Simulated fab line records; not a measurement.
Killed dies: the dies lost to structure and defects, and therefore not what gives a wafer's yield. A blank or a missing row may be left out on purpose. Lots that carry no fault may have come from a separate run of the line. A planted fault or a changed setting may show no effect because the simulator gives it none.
Chamber matching :: flow n5Finfet :: 4 sister chambers for N5_SPACER0_ALD_08 on aldSin-03
The step deposits SiNx, target thk 2 nm. 4 wafers are shown with their chamber, then 12 later ones without.

WAFERS WITH THEIR CHAMBER
wafer: L092.2
chamber: 2
heaterPowerW (W): 878

wafer: L094.1
chamber: 1
heaterPowerW (W): 754

wafer: L094.4
chamber: 3
heaterPowerW (W): 832

wafer: L094.6
chamber: 0
heaterPowerW (W): 888

WAFERS WITH NO CHAMBER GIVEN
wafer: L095.2
heaterPowerW (W): 841

wafer: L095.3
heaterPowerW (W): 894

wafer: L095.6
heaterPowerW (W): 893

wafer: L096.1
heaterPowerW (W): 907

wafer: L096.2
heaterPowerW (W): 861

wafer: L096.3
heaterPowerW (W): 921

wafer: L096.4
heaterPowerW (W): 755

wafer: L096.5
heaterPowerW (W): 852

wafer: L096.6
heaterPowerW (W): 893

wafer: L097.1
heaterPowerW (W): 759

wafer: L097.4
heaterPowerW (W): 916

wafer: L097.6
heaterPowerW (W): 857

THE CHAMBER EACH PASSED THROUGH
wafer: L095.2
from the rows above: can't be placed: 3 or 2
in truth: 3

wafer: L095.3
from the rows above: can't be placed: 0 or 2
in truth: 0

wafer: L095.6
from the rows above: can't be placed: 0 or 2
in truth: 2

wafer: L096.1
from the rows above: can't be placed: 0 or 2
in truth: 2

wafer: L096.2
from the rows above: can't be placed: 2 or 0 or 3
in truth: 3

wafer: L096.3
from the rows above: can't be placed: 0 or 2
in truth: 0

wafer: L096.4
from the rows above: 1
in truth: 1

wafer: L096.5
from the rows above: can't be placed: 3 or 2 or 0
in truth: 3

wafer: L096.6
from the rows above: can't be placed: 0 or 2
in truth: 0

wafer: L097.1
from the rows above: 1
in truth: 1

wafer: L097.4
from the rows above: can't be placed: 0 or 2
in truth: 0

wafer: L097.6
from the rows above: can't be placed: 2 or 3 or 0
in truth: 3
Placed correctly: 2 of 12. Cannot be placed on the basis of these rows: 10; the candidates contain the true chamber in 10. Wrongly placed: 0.
How it was worked out, from the rows above alone: a wafer's distance from a chamber is the root of the sum, over the readings, of the square of ((its reading less the chamber's mean) divided by the reading's scatter). The wafer belongs to the nearest chamber; if the next one is less than 2 further off, it can't be placed. A chamber's mean is the mean of its shown wafers. The scatter: with one shown wafer a chamber, the root of the mean of the squares of how far each hidden wafer lies from its nearest shown one.
